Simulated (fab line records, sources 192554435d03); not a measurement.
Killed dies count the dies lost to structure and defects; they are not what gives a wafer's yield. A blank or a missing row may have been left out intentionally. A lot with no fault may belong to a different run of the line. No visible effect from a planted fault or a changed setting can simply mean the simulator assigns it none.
The same fault as seen by 3 desks + flow n5Finfet + what lay behind the numbers comes last; until then each desk has only its own

## THE DEFECT DESK
Counts from the inspections along the route, per lot, as means over the sampled wafers that have a number. The brackets show how far a lot's mean lies from the usual mean; more than 4 standard deviations puts the lot out of limits, marked OUT.
Columns: A = rawDefectCount at N5_GATE_CUT_INSPECT_15, usual 119
| lot  | first seen here | A   |
|------|-----------------|-----|
| L524 | day 4 12:34     | 93  |
| L526 | day 5 02:07     | 111 |
| L535 | day 7 06:22     | 121 |
| L536 | day 7 10:46     | 141 |
| L542 | day 8 23:19     | 171 |
| L546 | day 10 06:17    | 73  |
This desk's finding: nothing out of limits on any of the 6 lots.

## DESK OF THE TOOL OWNER: rieDiel-04
The tool's own readings at N5_GATE_CUT_DESCUM_18 (chemistry O2, time 7 s): means of the sampled wafers that have a number, for each lot that ran on this tool. The brackets show how far a lot's mean lies from the usual mean; more than 4 standard deviations puts the lot out of limits, marked OUT.
Columns: A = drypumpMotorCurrentA at N5_GATE_CUT_DESCUM_18, usual 5.7 A; B = oesProductAu at N5_GATE_CUT_DESCUM_18, usual 0.80 a.u.; C = rfVppV at N5_GATE_CUT_DESCUM_18, usual 243.0 V; D = showerheadPlenumPTorr at N5_GATE_CUT_DESCUM_18, usual 2.09 Torr; E = throttleValvePct at N5_GATE_CUT_DESCUM_18, usual 20.41 %
| lot  | first seen here | A   | B    | C     | D    | E     |
|------|-----------------|-----|------|-------|------|-------|
| L526 | day 5 02:09     | 5.8 | 0.80 | 243.5 | 2.09 | 20.55 |
| L535 | day 7 06:32     | 5.4 | 0.80 | 242.2 | 2.12 | 20.27 |
| L536 | day 7 10:48     | 5.6 | 0.77 | 242.9 | 2.07 | 20.34 |
This desk's finding: nothing out of limits on any of the 3 lots.

## METROLOGY DESK
Lot by lot, what the gauges showed, no matter which tool ran the lot: averages of those sampled wafers that carry a number. The brackets show how far a lot's mean lies from the usual mean; more than 4 standard deviations puts the lot out of limits, marked OUT. Only the readings that lie furthest out on some lot appear, 7 of the 12 it has.
Columns: A = cdNm at N5_GATE_CUT_CD_MEAS_13, usual 20.0 nm; B = DIBL_P at N5_BEOL_M4_RC_MEAS_101, usual 37 mV/V; C = IOFF_N at N5_BEOL_M4_RC_MEAS_101, usual 0.18 nA/um; D = IOFF_P at N5_BEOL_M4_RC_MEAS_101, usual 0.21 nA/um; E = ION_P at N5_BEOL_M4_RC_MEAS_101, usual 459 uA/um; F = VT_N at N5_BEOL_M4_RC_MEAS_101, usual 250 mV; G = VT_P at N5_BEOL_M4_RC_MEAS_101, usual -251 mV
| lot  | first seen here | A    | B  | C    | D    | E   | F   | G    |
|------|-----------------|------|----|------|------|-----|-----|------|
| L524 | day 4 12:29     | 20.0 | 39 | 0.22 | 0.24 | 463 | 249 | -253 |
| L526 | day 5 02:02     | 20.0 | 35 | 0.14 | 0.21 | 460 | 253 | -250 |
| L535 | day 7 06:17     | 19.6 | 36 | 0.19 | 0.21 | 464 | 248 | -249 |
| L536 | day 7 10:40     | 20.0 | 36 | 0.15 | 0.18 | 457 | 250 | -254 |
| L542 | day 8 23:13     | 19.8 | 41 | 0.25 | 0.32 | 473 | 244 | -244 |
| L546 | day 10 06:12    | 20.5 | 37 | 0.17 | 0.18 | 450 | 249 | -256 |
This desk's finding: nothing out of limits on any of the 6 lots.

## BROUGHT TOGETHER
The defect desk saw nothing out of limits.
The desk of the tool owner found nothing out of limits.
Nothing out of limits was seen by the metrology desk.

## WHAT THE SIMULATOR HAD PUT IN
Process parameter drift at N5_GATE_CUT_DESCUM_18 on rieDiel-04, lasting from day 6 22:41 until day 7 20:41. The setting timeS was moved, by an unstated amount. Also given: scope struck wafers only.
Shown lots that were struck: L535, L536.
